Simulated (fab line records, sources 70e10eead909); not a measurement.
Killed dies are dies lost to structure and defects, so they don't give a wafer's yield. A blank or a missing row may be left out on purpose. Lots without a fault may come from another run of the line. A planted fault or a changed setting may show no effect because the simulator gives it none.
Which tool did it? | flow nand_harc | 14 lots, 42 wafers sampled, at 3 steps of a route of 1159

WHAT THE GAUGES READ, wafer by wafer
The record holds no reading of a measuring or inspecting step that can be judged against a usual standard deviation.

WHICH TOOL RAN EACH LOT (tool, then ch and the chambers of the sampled wafers, then the start)
lot  | NHARC_A_STAIRCASE_DESCUM_443       | NHARC_A_SGD_CUT_ETCH_59            | NHARC_A_SGD_CUT_ETCHBACK_24
L172 | rie_diel-04 ch 0,2,3, day 14 02:25 | rie_diel-12 ch 0,1,2, day 14 09:12 | rie_diel-12 ch 0,3, day 14 15:05
L169 | rie_diel-03 ch 0,2,3, day 14 02:28 | rie_diel-13 ch 0,2,3, day 14 08:54 | rie_diel-13 ch 0,1,3, day 14 14:53
L170 | rie_diel-03 ch 1,3, day 14 02:31   | rie_diel-13 ch 0,2, day 14 10:07   | rie_diel-02 ch 1,2,3, day 14 14:58
L171 | rie_diel-11 ch 0,1, day 14 13:22   | rie_diel-12 ch 0,2, day 14 19:35   | rie_diel-12 ch 0,2, day 15 01:58
L174 | rie_diel-03 ch 1,2, day 15 18:05   | rie_diel-12 ch 1,3, day 16 00:25   | rie_diel-12 ch 0,2,3, day 16 05:58
L176 | rie_diel-11 ch 0,1,2, day 15 22:57 | rie_diel-02 ch 1,2,3, day 16 05:04 | rie_diel-13 ch 2,3, day 16 11:11
L175 | rie_diel-03 ch 0,2,3, day 15 23:08 | rie_diel-13 ch 0,1,3, day 16 06:05 | rie_diel-02 ch 0,1,2, day 16 11:13
L178 | rie_diel-03 ch 1,3, day 16 08:28   | rie_diel-12 ch 0,2, day 16 14:43   | rie_diel-13 ch 0,2, day 16 20:52
L177 | rie_diel-04 ch 1,2,3, day 16 08:35 | rie_diel-02 ch 0,2,3, day 16 14:49 | rie_diel-02 ch 0,1,2, day 16 20:48
L180 | rie_diel-04 ch 0,2,3, day 16 20:31 | rie_diel-13 ch 0,2,3, day 17 02:50 | rie_diel-02 ch 0,1, day 17 08:31
L186 | rie_diel-04 ch 2,3, day 18 09:34   | rie_diel-02 ch 0,1,2, day 18 15:41 | rie_diel-13 ch 2,3, day 18 21:36
L181 | rie_diel-11 ch 0,3, day 18 09:44   | rie_diel-12 ch 0,1,2, day 18 15:58 | rie_diel-12 ch 0,2,3, day 18 21:38
L187 | rie_diel-04 ch 0,1,3, day 18 14:25 | rie_diel-02 ch 1,2, day 18 20:34   | rie_diel-13 ch 0,1,2, day 19 03:23
L188 | rie_diel-03 ch 1,2,3, day 18 14:38 | rie_diel-12 ch 0,1,3, day 18 20:56 | rie_diel-13 ch 0,1,3, day 19 03:17
- NHARC_A_STAIRCASE_DESCUM_443: chemistry O2, time 3 s.
- NHARC_A_SGD_CUT_ETCH_59: etches the open film in N2/H2, target depth 260 nm, time 406.25 s.
- NHARC_A_SGD_CUT_ETCHBACK_24: etches the open film in CH3F/O2, target depth 50 nm, time 92.857 s.

WHAT THE TOOLS THEMSELVES READ (means of the sampled wafers that have a number; where no wafer has one, the mark that the record gives instead)
NHARC_A_STAIRCASE_DESCUM_443. Usual: drypump_motor_current_A 6.0 A, standard deviation 0.47; oes_product_au 1.002 a.u., standard deviation 0.0071; rf_vpp_V 57.7 V, standard deviation 0.96; showerhead_plenum_p_Torr 1.92 Torr, standard deviation 0.1; throttle_valve_pct 11.312 %, standard deviation 0.0083.
lot  | tool        | drypump_motor_current_A (A) | oes_product_au (a.u.) | rf_vpp_V (V) | showerhead_plenum_p_Torr (Torr) | throttle_valve_pct (%) | flag
L172 | rie_diel-04 | 5.8                         | 1.000                 | 58.8         | 1.91                            | 11.307                 |
L169 | rie_diel-03 | 6.1                         | 1.008                 | 57.9         | 1.90                            | 11.311                 |
L170 | rie_diel-03 | 6.4                         | 1.001                 | 57.7         | 1.95                            | 11.309                 |
L171 | rie_diel-11 | 5.8                         | 1.000                 | 57.8         | 1.87                            | 11.316                 |
L174 | rie_diel-03 | 6.5                         | 1.002                 | 57.6         | 1.82                            | 11.313                 |
L176 | rie_diel-11 | 5.8                         | 1.003                 | 56.6         | 1.91                            | 11.311                 |
L175 | rie_diel-03 | 6.1                         | 1.000                 | 57.6         | 1.89                            | 11.312                 |
L178 | rie_diel-03 | 6.4                         | 0.998                 | 57.5         | 1.86                            | 11.319                 |
L177 | rie_diel-04 | 5.9                         | 1.001                 | 58.1         | 1.95                            | 11.314                 |
L180 | rie_diel-04 | 5.9                         | 1.003                 | 57.2         | 1.91                            | 11.314                 |
L186 | rie_diel-04 | 5.7                         | 1.001                 | 57.6         | 1.85                            | 11.313                 |
L181 | rie_diel-11 | 6.2                         | 0.998                 | 58.5         | 1.98                            | 11.308                 |
L187 | rie_diel-04 | 6.1                         | 1.002                 | 58.4         | 2.00                            | 11.306                 |
L188 | rie_diel-03 | 6.5                         | 1.009                 | 57.6         | 1.89                            | 11.308                 |

NHARC_A_SGD_CUT_ETCH_59. Usual: drypump_motor_current_A 5.9 A, standard deviation 0.53; oes_product_au 0.999 a.u., standard deviation 0.007; rf_vpp_V 431.6 V, standard deviation 2.6; showerhead_plenum_p_Torr 2.08 Torr, standard deviation 0.091; throttle_valve_pct 14.172 %, standard deviation 0.0097.
lot  | tool        | drypump_motor_current_A (A) | oes_product_au (a.u.) | rf_vpp_V (V) | showerhead_plenum_p_Torr (Torr) | throttle_valve_pct (%) | flag
L172 | rie_diel-12 | 6.1                         | 1.002                 | 434.7        | 2.18                            | 14.168                 |
L169 | rie_diel-13 | 5.8                         | 0.997                 | 431.6        | 2.07                            | 14.178                 |
L170 | rie_diel-13 | 5.6                         | 0.992                 | 431.3        | 2.07                            | 14.179                 |
L171 | rie_diel-12 | 5.6                         | 0.999                 | 433.6        | 2.16                            | 14.171                 |
L174 | rie_diel-12 | 5.7                         | 0.997                 | 430.2        | 2.04                            | 14.174                 |
L176 | rie_diel-02 | 6.0                         | 1.001                 | 431.0        | 2.06                            | 14.179                 |
L175 | rie_diel-13 | 5.8                         | 0.994                 | 430.1        | 2.03                            | 14.168                 |
L178 | rie_diel-12 | 6.1                         | 1.008                 | 433.6        | 2.16                            | 14.169                 |
L177 | rie_diel-02 | 5.9                         | 1.002                 | 429.2        | 1.99                            | 14.173                 |
L180 | rie_diel-13 | 5.9                         | 0.992                 | 430.9        | 2.07                            | 14.175                 |
L186 | rie_diel-02 | 6.0                         | 0.943                 | 429.7        | 2.01                            | 14.166                 | OFF
L181 | rie_diel-12 | 6.1                         | 1.001                 | 434.6        | 2.17                            | 14.172                 |
L187 | rie_diel-02 | 6.0                         | 0.951                 | 429.8        | 2.01                            | 14.177                 | OFF
L188 | rie_diel-12 | 6.2                         | 0.999                 | 432.5        | 2.10                            | 14.172                 |

NHARC_A_SGD_CUT_ETCHBACK_24. Usual: ch3f_flow_sccm 50.02 sccm, standard deviation 0.14; drypump_motor_current_A 5.8 A, standard deviation 0.45; oes_product_au 0.97 a.u., standard deviation 0.034; rf_vpp_V 244.7 V, standard deviation 1.6; showerhead_plenum_p_Torr 2.49 Torr, standard deviation 0.096; throttle_valve_pct 20.662 %, standard deviation 0.0087.
lot  | tool        | ch3f_flow_sccm (sccm) | drypump_motor_current_A (A) | oes_product_au (a.u.) | rf_vpp_V (V) | showerhead_plenum_p_Torr (Torr) | throttle_valve_pct (%) | flag
L172 | rie_diel-12 | 49.93                 | 6.3                         | 0.93                  | 245.5        | 2.53                            | 20.657                 |
L169 | rie_diel-13 | 50.07                 | 5.8                         | 0.92                  | 244.5        | 2.46                            | 20.659                 |
L170 | rie_diel-02 | 49.82                 | 6.0                         | 1.00                  | 244.3        | 2.48                            | 20.671                 |
L171 | rie_diel-12 | 50.04                 | 5.6                         | 0.93                  | 245.7        | 2.59                            | 20.661                 |
L174 | rie_diel-12 | 50.10                 | 5.7                         | 0.93                  | 245.2        | 2.52                            | 20.661                 |
L176 | rie_diel-13 | 50.11                 | 6.0                         | 1.00                  | 244.2        | 2.52                            | 20.662                 |
L175 | rie_diel-02 | 49.97                 | 6.0                         | 0.99                  | 244.5        | 2.42                            | 20.663                 |
L178 | rie_diel-13 | 49.86                 | 5.7                         | 1.00                  | 244.3        | 2.49                            | 20.659                 |
L177 | rie_diel-02 | 50.00                 | 6.0                         | 0.92                  | 243.7        | 2.42                            | 20.665                 |
L180 | rie_diel-02 | 50.03                 | 6.0                         | 0.99                  | 244.3        | 2.51                            | 20.652                 |
L186 | rie_diel-13 | 50.13                 | 5.8                         | 1.00                  | 244.4        | 2.51                            | 20.665                 |
L181 | rie_diel-12 | 49.94                 | 5.7                         | 0.92                  | 245.8        | 2.52                            | 20.670                 |
L187 | rie_diel-13 | 50.05                 | 5.7                         | 0.96                  | 243.5        | 2.45                            | 20.658                 |
L188 | rie_diel-13 | 49.87                 | 5.8                         | 0.96                  | 244.8        | 2.45                            | 20.662                 |

THE ANSWER, worked out from the rows above alone
Rule: a lot is off if the mean of its wafers that have a number lies more than 3 standard deviations from the usual mean. A lot without any number at a reading at which 4 lots or more have one is off too. The other lots that the step has rows for count as sound. The gauges are gone through in route order, then the tools' own readings, and for those a lot's mean is taken as printed above. The first step at which some lot is off is used, and at that step the reading that is off furthest; a lot without a number counts as furthest.
Off: L186, L187, at NHARC_A_SGD_CUT_ETCH_59 (oes_product_au).
A tool fits if, at that step or a process step before it, it ran every lot that is off, and no sound lot after the first of them. Can't be told from this: 2 tools fit, rie_diel-04 at NHARC_A_STAIRCASE_DESCUM_443, rie_diel-02 at NHARC_A_SGD_CUT_ETCH_59.

WHAT THE SIMULATOR HAD PUT IN
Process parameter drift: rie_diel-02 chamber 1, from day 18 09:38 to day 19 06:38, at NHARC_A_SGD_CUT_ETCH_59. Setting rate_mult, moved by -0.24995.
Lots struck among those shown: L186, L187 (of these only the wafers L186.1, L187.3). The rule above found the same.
